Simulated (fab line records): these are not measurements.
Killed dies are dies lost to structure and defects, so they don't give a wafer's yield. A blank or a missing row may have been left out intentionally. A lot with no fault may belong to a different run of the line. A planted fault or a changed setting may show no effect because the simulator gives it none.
Matching of chambers + flow nand_harc + NHARC_A_STAIRCASE_ETCH_169 on rie_diel-12 has 4 sister chambers
The step etches the open film in CH3F/O2, target depth 50 nm, time 107.1 s. 16 wafers are shown with their chamber, then 8 later ones without.

WAFERS, EACH WITH ITS CHAMBER
| wafer  | chamber | showerhead_plenum_p_Torr (Torr) | drypump_motor_current_A (A) | rf_vpp_V (V) |
|--------|---------|---------------------------------|-----------------------------|--------------|
| L075.2 | 3       | 2.51                            | 5.7                         | 245.1        |
| L075.4 | 2       | 2.41                            | 5.3                         | 244.2        |
| L075.5 | 0       | 2.65                            | 6.3                         | 245.6        |
| L086.2 | 0       | 2.64                            | 6.3                         | 246.3        |
| L086.4 | 1       | 2.59                            | 5.8                         | 245.7        |
| L086.6 | 1       | 2.59                            | 5.8                         | 244.9        |
| L087.1 | 2       | 2.40                            | 5.2                         | 242.5        |
| L087.4 | 1       | 2.59                            | 5.8                         | 246.6        |
| L087.5 | 2       | 2.40                            | 5.3                         | 243.8        |
| L089.1 | 2       | 2.40                            | 5.3                         | 244.6        |
| L089.2 | 3       | 2.50                            | 5.7                         | 244.3        |
| L089.4 | 3       | 2.50                            | 5.6                         | 244.8        |
| L088.1 | 2       | 2.40                            | 5.3                         | 244.2        |
| L088.4 | 1       | 2.59                            | 5.8                         | 246.8        |
| L088.6 | 2       | 2.40                            | 5.3                         | 240.3        |
| L093.1 | 3       | 2.50                            | 5.6                         | 245.1        |

SIGNATURES, as means of the wafers listed above
| reading                  | chamber 0 | chamber 1 | chamber 2 | chamber 3 | scatter within a chamber |
|--------------------------|-----------|-----------|-----------|-----------|--------------------------|
| showerhead_plenum_p_Torr | 2.6450    | 2.5900    | 2.4017    | 2.5025    | 0.00417                  |
| drypump_motor_current_A  | 6.300     | 5.800     | 5.283     | 5.650     | 0.0391                   |
| rf_vpp_V                 | 245.950   | 246.000   | 243.267   | 244.825   | 1.16                     |
Rule: for each reading, subtract the chamber's mean from the wafer's reading, divide by that reading's scatter and square the result; add these up over the readings and take the root, which gives the wafer's distance from the chamber. If the next closest chamber is less than 2 further off than the closest, the wafer can't be placed; otherwise it belongs to the closest. The scatter: the root of (the sum of the squares of (reading less its chamber's mean) over the shown wafers, divided by (wafers less chambers)).

WAFERS MISSING THEIR CHAMBER
| wafer  | showerhead_plenum_p_Torr (Torr) | drypump_motor_current_A (A) | rf_vpp_V (V) |
|--------|---------------------------------|-----------------------------|--------------|
| L093.4 | 2.58                            | 5.8                         | 245.2        |
| L093.6 | 2.63                            | 6.3                         | 247.2        |
| L094.2 | 2.49                            | 5.7                         | 245.0        |
| L094.3 | 2.39                            | 5.3                         | 242.4        |
| L094.5 | 2.39                            | 5.3                         | 243.3        |
| L095.1 | 2.58                            | 5.7                         | 246.7        |
| L095.3 | 2.49                            | 5.6                         | 245.3        |
| L095.6 | 2.39                            | 5.3                         | 243.6        |

CHAMBER TAKEN BY EACH
| wafer  | from the rows above | in truth |
|--------|---------------------|----------|
| L093.4 | 1                   | 1        |
| L093.6 | 0                   | 0        |
| L094.2 | 3                   | 3        |
| L094.3 | 2                   | 2        |
| L094.5 | 2                   | 2        |
| L095.1 | 1                   | 1        |
| L095.3 | 3                   | 3        |
| L095.6 | 2                   | 2        |
Placed correctly: 8 of 8. Left unplaced by these rows: 0. 0 placed wrongly.
